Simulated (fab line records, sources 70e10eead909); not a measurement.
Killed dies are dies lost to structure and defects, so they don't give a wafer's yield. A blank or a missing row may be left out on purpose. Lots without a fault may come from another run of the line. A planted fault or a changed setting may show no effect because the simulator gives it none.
fab line records | flow nand_harc
record lots=5 wafers=15 last_day=24
route steps=1159 shown A_STAIRCASE@614 END@1159
lots that met no fault: from a run of the same line without faults
start_h: hours from the record's first day to the start of the lot's first wafer shown | wait_h: hours since the lot's step before | " the same as in the row above | L1.1+2: a row that stands for several wafers | - no value, or no start given | * or withheld: withheld | < > ~ a bound
route shown NAME@n: a module of which the file shows steps, and the number in the route of the first | usual: mean/standard deviation of fault-free wafers | same: alike in all rows | chamber/n: place in a boat | sites: the reading at each site | _std_site: their standard deviation | _edge_site: outer sites' mean less inner sites' | radius_mm: how far each site lies from the wafer's centre | mask NAME#n: copy n | behind: the tool/chamber that last shaped the wafer | hold: why the lot was held/for how many hours/how that ended | device: the transistor (n, p or np) that didn't switch | end of line: the same wafers' tests at the end of the route | a step without rows: its recipe alone | killed: dies lost to structure and defects at the first sort, not the wafer's yield | map: a wafer's dies, x killed, . not, _ none there
set.NAME: the setting as run; set.NAME@STEP: as run at that earlier step | model.NAME: the simulator's own value behind a step, which no gauge read
lots at some steps of the route; a table a step, a row a wafer
services: from which hour (start_h, from the record's first day; less than 0 if before it) a tool's chamber was out of use, for how many hours, and why
## steps
# step NHARC_A_STAIRCASE_TRIM_220
# recipe time_s=211.2 o2_flow_sccm=500 ar_flow_sccm=0 bias_w=0 chemistry=O2
# step NHARC_A_STAIRCASE_ETCH_221
# recipe target_depth_a=1000 time_s=40.5 ion_energy_ev=400 c4f8_flow_sccm=20 o2_flow_sccm=10 ar_flow_sccm=withheld rf_w=600 bias_w=1000 chemistry=C4F8/O2
# usual oes_product_au=0.940/0.012 rf_vpp_V=893/3.5
# columns lot.wafer tool chamber start_h wait_h oes_product_au rf_hours_counter_h rf_vpp_V
L906.3 rie_diel-09 2 - - 0.932 6 891
L906.6 " 0 " " 0.919 - 897
L906.5 " 1 " " 0.921 - 890
L911.1 rie_diel-09 1 - - 0.945 12 892
L911.4 " 3 " " 0.949 12 889
L911.6 " 0 " " 0.942 - 896
L918.2 rie_diel-09 0 - - 0.915 35 898
L918.3 " 1 " " 0.937 34 891
L918.4 " 3 " " 0.946 38 888
L923.1 rie_diel-10 2 - - 0.933 1 890
L923.3 " 3 " " 0.954 1 895
L923.5 " 0 " " 0.936 - 890
L922.4 rie_diel-13 1 - - 0.931 33 895
L922.5 " 2 " " 0.925 - 891
L922.6 " 3 " " 0.930 - 893
# step NHARC_A_STAIRCASE_TRIM_222
# recipe time_s=211.2 o2_flow_sccm=500 ar_flow_sccm=0 bias_w=0 chemistry=O2
# step NHARC_A_STAIRCASE_ETCH_223
# recipe target_depth_a=1000 time_s=40.5 ion_energy_ev=400 c4f8_flow_sccm=20 o2_flow_sccm=10 ar_flow_sccm=withheld rf_w=600 bias_w=1000 chemistry=C4F8/O2
# usual oes_product_au=0.942/0.01 rf_vpp_V=893/3.5
# columns lot.wafer tool chamber start_h wait_h oes_product_au rf_hours_counter_h rf_vpp_V
L906.3 rie_diel-09 2 - - 0.931 6 890
L906.6 " 2 " " 0.937 - 891
L906.5 " 3 " " 0.950 - 890
L911.1 rie_diel-09 1 - - 0.957 13 891
L911.4 " 2 " " 0.941 11 888
L911.6 " 2 " " 0.934 - 888
L918.4 rie_diel-09 0 - - 0.942 36 896
L918.2 " 1 " " 0.947 34 891
L918.3 " 2 " " 0.922 37 889
L923.3 rie_diel-10 1 - - 0.946 1 902
L923.1 " 3 " " 0.941 1 894
L923.5 " 0 " " 0.933 - 891
L922.4 rie_diel-13 1 - - 0.932 33 894
L922.5 " 3 " " 0.937 - 894
L922.6 " 0 " " 0.931 - 894
# step NHARC_A_STAIRCASE_TRIM_224
# recipe time_s=211.2 o2_flow_sccm=500 ar_flow_sccm=0 bias_w=0 chemistry=O2
# usual drypump_motor_current_A=6.1/0.45 oes_product_au=1.000/0.0099 rf_vpp_V=57.6/0.84 showerhead_plenum_p_Torr=3.43/0.091 throttle_valve_pct=17.036/0.0099
# columns lot.wafer tool chamber start_h wait_h drypump_motor_current_A oes_product_au rf_hours_counter_h rf_vpp_V showerhead_plenum_p_Torr throttle_valve_pct
L906.3 rie_diel-09 3 - - 6.6 1.006 7 56.5 3.34 17.031
L906.6 " 0 " " 5.6 0.993 - 58.4 3.56 17.038
L906.5 " 1 " " 6.2 1.009 - 56.8 3.40 17.034
L911.1 rie_diel-09 1 - - 6.2 1.008 13 58.5 3.40 17.036
L911.4 " 2 " " 6.5 1.001 11 57.2 3.35 17.034
L911.6 " 2 " " 6.5 1.001 - 56.8 3.35 17.038
L918.3 rie_diel-09 2 - - 6.5 0.991 37 56.9 3.34 17.060
L918.2 " 3 " " 6.7 0.999 38 58.5 3.32 17.032
L918.4 " 1 " " 6.2 1.001 34 57.1 3.38 17.038
L923.1 rie_diel-10 2 - - 5.0 0.996 1 57.3 3.39 17.047
L923.3 " 1 " " 5.4 0.992 1 59.6 3.68 17.036
L923.5 " 3 " " 5.8 0.999 - 57.7 3.48 17.038
L922.4 rie_diel-13 2 - - 5.9 1.000 35 58.5 3.35 17.033
L922.6 " 2 " " 5.9 1.005 - 58.1 3.35 17.073
L922.5 " 3 " " 6.2 0.998 - 57.4 3.45 17.035
# step NHARC_A_STAIRCASE_ETCH_225
# recipe target_depth_a=1000 time_s=40.5 ion_energy_ev=400 c4f8_flow_sccm=20 o2_flow_sccm=10 ar_flow_sccm=withheld rf_w=600 bias_w=1000 chemistry=C4F8/O2
# step NHARC_A_STAIRCASE_TRIM_226
# recipe time_s=211.2 o2_flow_sccm=500 ar_flow_sccm=0 bias_w=0 chemistry=O2
# step NHARC_A_STAIRCASE_ETCH_227
# recipe target_depth_a=1000 time_s=40.5 ion_energy_ev=400 c4f8_flow_sccm=20 o2_flow_sccm=10 ar_flow_sccm=withheld rf_w=600 bias_w=1000 chemistry=C4F8/O2
# step NHARC_A_STAIRCASE_TRIM_229
# recipe time_s=211.2 o2_flow_sccm=500 ar_flow_sccm=0 bias_w=0 chemistry=O2
# usual drypump_motor_current_A=6.0/0.47 oes_product_au=1.001/0.0085 rf_vpp_V=57.6/0.83 showerhead_plenum_p_Torr=3.45/0.1 throttle_valve_pct=17.036/0.0096
# columns lot.wafer tool chamber start_h wait_h drypump_motor_current_A oes_product_au rf_hours_counter_h rf_vpp_V showerhead_plenum_p_Torr throttle_valve_pct
L906.3 rie_diel-10 2 286.44 0.1 5.1 0.996 38 57.4 3.41 17.050
L906.5 " 2 " " 5.0 0.984 - 57.8 3.41 17.036
L906.6 " 3 " " 5.8 1.006 - 59.1 3.50 17.033
L911.4 rie_diel-09 2 300.38 0.1 6.5 0.998 12 58.5 3.35 17.037
L911.1 " 0 " " 5.7 0.992 14 58.1 3.55 17.035
L911.6 " 2 " " 6.5 1.002 - 56.0 3.35 17.031
L918.3 rie_diel-09 3 359.84 0.1 6.6 1.008 40 56.8 3.32 17.028
L918.2 " 0 " " 5.7 0.988 37 57.3 3.54 17.030
L918.4 " 2 " " 6.5 0.992 39 57.6 3.33 17.031
L923.3 rie_diel-10 2 367.57 0.1 5.1 0.993 1 56.7 3.39 17.054
L923.1 " 3 " " 5.8 1.006 1 56.9 3.48 17.035
L923.5 " 1 " " 5.4 0.990 - 58.3 3.68 17.038
L922.4 rie_diel-13 3 369.33 0.1 6.2 0.992 33 57.8 3.45 17.029
L922.6 " 3 " " 6.2 1.002 - 57.6 3.45 17.035
L922.5 " 0 " " 5.7 1.003 - 57.9 3.51 17.026
# step NHARC_A_STAIRCASE_ETCH_230
# recipe target_depth_a=1000 time_s=40.5 ion_energy_ev=400 c4f8_flow_sccm=20 o2_flow_sccm=10 ar_flow_sccm=withheld rf_w=600 bias_w=1000 chemistry=C4F8/O2
# step NHARC_A_STAIRCASE_TRIM_231
# recipe time_s=211.2 o2_flow_sccm=500 ar_flow_sccm=0 bias_w=0 chemistry=O2
# usual drypump_motor_current_A=6.0/0.49 oes_product_au=1.000/0.0093 rf_vpp_V=57.6/0.83 showerhead_plenum_p_Torr=3.44/0.1 throttle_valve_pct=17.036/0.0093
# columns lot.wafer tool chamber start_h wait_h drypump_motor_current_A oes_product_au rf_hours_counter_h rf_vpp_V showerhead_plenum_p_Torr throttle_valve_pct
L906.3 rie_diel-10 0 - - 5.7 1.019 31 57.9 3.40 17.035
L906.5 " 1 " " 5.4 0.999 - 57.4 3.69 17.037
L906.6 " 2 " " 5.1 0.996 - 57.5 3.40 17.044
L911.1 rie_diel-09 1 - - 6.2 1.000 13 58.2 3.40 17.030
L911.4 " 2 " " 6.5 0.990 12 56.1 3.35 17.048
L911.6 " 1 " " 6.2 1.002 - 58.7 3.40 17.019
L918.3 rie_diel-09 3 - - 6.6 1.002 41 56.8 3.32 17.048
L918.2 " 0 " " 5.7 0.984 37 58.4 3.54 17.024
L918.4 " 2 " " 6.5 0.987 39 58.0 3.33 17.025
L923.3 rie_diel-10 1 - - 5.4 1.000 1 58.3 3.68 17.040
L923.1 " 0 " " 5.7 0.988 1 58.2 3.39 17.024
L923.5 " 2 " " 5.0 0.998 - 56.0 3.39 17.026
L922.4 rie_diel-13 0 - - 5.7 0.996 34 58.2 3.51 17.034
L922.6 " 2 " " 5.9 1.001 - 56.9 3.34 17.044
L922.5 " 3 " " 6.2 0.999 - 59.3 3.45 17.034
# step NHARC_A_STAIRCASE_ETCH_232
# recipe target_depth_a=1000 time_s=40.5 ion_energy_ev=400 c4f8_flow_sccm=20 o2_flow_sccm=10 ar_flow_sccm=withheld rf_w=600 bias_w=1000 chemistry=C4F8/O2
# usual oes_product_au=0.943/0.011 rf_vpp_V=893/3.7
# columns lot.wafer tool chamber start_h wait_h oes_product_au rf_hours_counter_h rf_vpp_V
L906.3 rie_diel-10 3 286.96 - 0.969 40 895
L906.6 " 1 " " 0.950 - 901
L906.5 " 2 " " 0.949 - 892
L911.1 rie_diel-09 2 300.79 - 0.950 12 888
L911.4 " 3 " " 0.971 12 888
L911.6 " 2 " " 0.948 - 888
L918.4 rie_diel-09 0 360.32 - 0.787 38 897
L918.2 " 2 " " 0.929 40 888
L918.3 " 3 " " 0.931 41 887
L923.1 rie_diel-10 1 367.98 - 0.942 1 901
L923.3 " 2 " " 0.931 1 891
L923.5 " 1 " " 0.934 - 901
L922.4 rie_diel-13 2 369.78 - 0.949 35 890
L922.6 " 3 " " 0.934 - 893
L922.5 " 0 " " 0.944 - 895
# step NHARC_A_STAIRCASE_TRIM_233
# recipe time_s=211.2 o2_flow_sccm=500 ar_flow_sccm=0 bias_w=0 chemistry=O2
# step NHARC_END_SORT_01
# recipe temp_c=25
# usual killed_at_array=27/8 killed_at_other=0.8/1.2 killed_at_periphery=3.3/2.3 killed_dies=31/8.8 killed_open=3.2/2.1 killed_short=2.1/1.4
# same gross_dies=677
# columns lot.wafer tool chamber start_h wait_h killed_at_array killed_at_other killed_at_periphery killed_dies killed_open killed_short
L906.3 prober-02 0 485.04 3.1 22 0 4 26 2 0
L906.5 prober-02 0 486.64 3.7 19 0 3 22 4 1
L906.6 prober-02 0 487.44 4.0 28 0 2 30 2 0
L911.1 prober-01 0 500.63 2.5 27 0 4 31 1 2
L911.4 prober-01 0 503.04 3.4 23 0 5 28 1 1
L911.6 prober-01 0 504.65 4.0 23 0 0 23 4 1
L918.2 prober-01 0 558.63 2.8 35 0 2 37 1 2
L918.3 prober-01 0 559.44 3.1 34 2 2 38 1 1
L918.4 prober-01 0 560.25 3.4 145 1 3 149 5 3
# killed by level:class
L906.3 A_SLIT:chamber_film_flake=9 A_CONTACT:chamber_film_flake=4 A_STAIRCASE:chamber_film_flake=3 P_M1:chamber_film_flake=2 A_CHANNEL_HOLE_D1:chamber_film_flake=2 A_WL_FILL:chamber_film_flake=2 P_GATE:geometric_particle:open=1 A_CONTACT:geometric_particle:open=1
L906.5 A_SLIT:chamber_film_flake=10 P_CONTACT:chamber_film_flake=2 A_CHANNEL_HOLE_D1:chamber_film_flake=2 P_CONTACT:geometric_particle:open=1 A_CHANNEL_FILL_D1:geometric_particle:short=1 A_SGD_CUT:geometric_particle:open=1 A_CONTACT:geometric_particle:open=1 A_BLC:geometric_particle:open=1
L906.6 A_SLIT:chamber_film_flake=12 A_CONTACT:chamber_film_flake=5 A_CHANNEL_HOLE_D1:chamber_film_flake=4 A_SGD_CUT:chamber_film_flake=4 P_M1:chamber_film_flake=2 A_SOURCE_PLATE:geometric_particle:open=1 A_CONTACT:geometric_particle:open=1 A_STAIRCASE:chamber_film_flake=1
L911.1 A_CHANNEL_HOLE_D1:chamber_film_flake=19 P_ZERO_WELL:chamber_film_flake=3 A_CONTACT:chamber_film_flake=3 A_ZERO_WELL:chamber_film_flake=2 P_GATE:geometric_particle:short=1 A_CHANNEL_HOLE_D1:geometric_particle:open=1 A_WL_FILL:geometric_particle:short=1 A_WL_FILL:chamber_film_flake=1
L911.4 A_CHANNEL_HOLE_D1:chamber_film_flake=15 A_CONTACT:chamber_film_flake=6 P_ZERO_WELL:chamber_film_flake=2 P_CONTACT:geometric_particle:open=1 P_M0:geometric_particle:short=1 P_GATE:chamber_film_flake=1 A_ZERO_WELL:chamber_film_flake=1 A_STAIRCASE:chamber_film_flake=1
L911.6 A_CHANNEL_HOLE_D1:chamber_film_flake=12 A_CONTACT:chamber_film_flake=4 A_ONON_D1:geometric_particle:open=1 A_CHANNEL_HOLE_D1:geometric_particle:short=1 A_STAIRCASE:geometric_particle:open=1 A_WL_FILL:geometric_particle:open=1 A_M0:geometric_particle:open=1 A_STAIRCASE:chamber_film_flake=1
L918.2 A_CHANNEL_HOLE_D1:chamber_film_flake=20 A_STAIRCASE:chamber_film_flake=4 A_M0:chamber_film_flake=4 A_WL_FILL:chamber_film_flake=2 P_STI:geometric_particle:short=1 A_SOURCE_PLATE:geometric_particle:short=1 A_M0:geometric_particle:open=1 P_STI:chamber_film_flake=1
L918.3 A_CHANNEL_HOLE_D1:chamber_film_flake=21 A_STAIRCASE:chamber_film_flake=5 A_WL_FILL:chamber_film_flake=3 A_M0:chamber_film_flake=3 THIN_TSV:chamber_film_flake=2 P_M2:geometric_particle:open=1 A_CONTACT:geometric_particle:short=1 P_GATE:chamber_film_flake=1
L918.4 A_STAIRCASE:area_etch=109 A_CHANNEL_HOLE_D1:chamber_film_flake=14 A_STAIRCASE:chamber_film_flake=5 A_M0:chamber_film_flake=4 A_ZERO_WELL:chamber_film_flake=3 A_WL_FILL:chamber_film_flake=3 P_M0:geometric_particle:open=2 A_WL_FILL:geometric_particle:open=2
# map L918.4 (x killed, . not)
____________.____________
_________......._________
_______......x.x.._______
______........x..x.______
_____.......xx.x...._____
____.x.x.x...xx......____
____.................____
___xx.x......x....x...___
___xx...x..x..........___
__x...x...x...........x__
__.xxx.................__
_xx..x.................._
_......x.x.............._
_x............xx..xx...._
_.xxx..x....x..xx..x..x._
_.x......x....x..x..x..._
xx...x.x....xx.........x.
x.x....x.......x.........
xx..............x....xx..
x..xx....x..............x
..x.......x.xx...........
_xx.................xx.._
_xxxx.....x....x........_
_x...x.....x.......x...x_
_..x..x..x..x..xx.x....._
_xxx..xx....x..........._
__.x..x.....xxx........__
__xxxx..x....x...x.x...__
___xxx.............xx.___
___xxxxx.......x.....x___
____.x..x.x.........x____
____x.xxx............____
_____.x.x..x.x......_____
______...x..x......______
_______x.......xxx_______
_________x......_________
____________.____________
# map L911.1 (x killed, . not)
____________.____________
_________....x.._________
_______..........._______
______.............______
_____..............._____
____.................____
____.................____
___...................___
___..........x........___
__...................x.__
__.....................__
_...x........x.........._
_......................._
_......................._
_............x.........._
_......................._
............xx...x.......
.............xx.x..x.....
..............xx.x.......
.............xxxx........
.............x.x.........
_.............xx.x......_
_............x.........._
_................x......_
_......................._
_...............x......._
__.....................__
__.....................__
___.......x...........___
___............x......___
____..x..............____
____.................____
_____..............._____
______.............______
_______..........._______
_________......._________
____________.____________
## services
# columns tool chamber start_h hours kind
rie_diel-09 0 263.16 - clean
rie_diel-09 1 263.16 - clean
rie_diel-09 2 263.16 - clean
rie_diel-09 3 263.16 - clean
rie_diel-13 3 272.41 8.6 repair
rie_diel-13 - 276.04 9.0 pm
rie_diel-10 0 285.26 - clean
rie_diel-09 0 287.66 - clean
rie_diel-09 1 287.66 - clean
rie_diel-09 2 287.66 - clean
rie_diel-09 3 287.66 - clean
rie_diel-13 2 305.68 4.4 repair
rie_diel-09 0 312.16 - clean
rie_diel-09 1 312.16 - clean
rie_diel-09 2 312.16 - clean
rie_diel-09 3 312.16 - clean
rie_diel-09 0 336.77 - clean
rie_diel-09 1 336.77 - clean
rie_diel-09 2 336.77 - clean
rie_diel-09 3 336.77 - clean
rie_diel-09 0 361.29 - clean
rie_diel-09 1 361.29 - clean
rie_diel-09 2 361.29 - clean
rie_diel-09 3 361.29 - clean
## key
first_sign step=NHARC_A_STAIRCASE_ETCH_232 reading=oes_product_au direction=down sigmas=14 usual=0.943 struck=0.787
effect step=NHARC_END_SORT_01 reading=killed_at_array direction=up sigmas=15 usual=27 struck=145
more_kills_born_at NHARC_A_STAIRCASE_ETCH_232@rie_diel-09=109
met_at NHARC_A_STAIRCASE_ETCH_232
struck_wafers L918.4
tester_left_out L918
fault kind=process_parameter_drift tool=rie_diel-09 chamber=0 onset_h=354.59 steps=NHARC_A_STAIRCASE_ETCH_232 channel=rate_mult offset=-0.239 shape=step end_h=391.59
# tester_left_out: of these lots the tester's yield and bins aren't shown, on N5 and GAA mostly nor the transistor test; their killed dies are dies lost to structure and defects alone, not to doping, threshold or leakage, so they don't give the yield
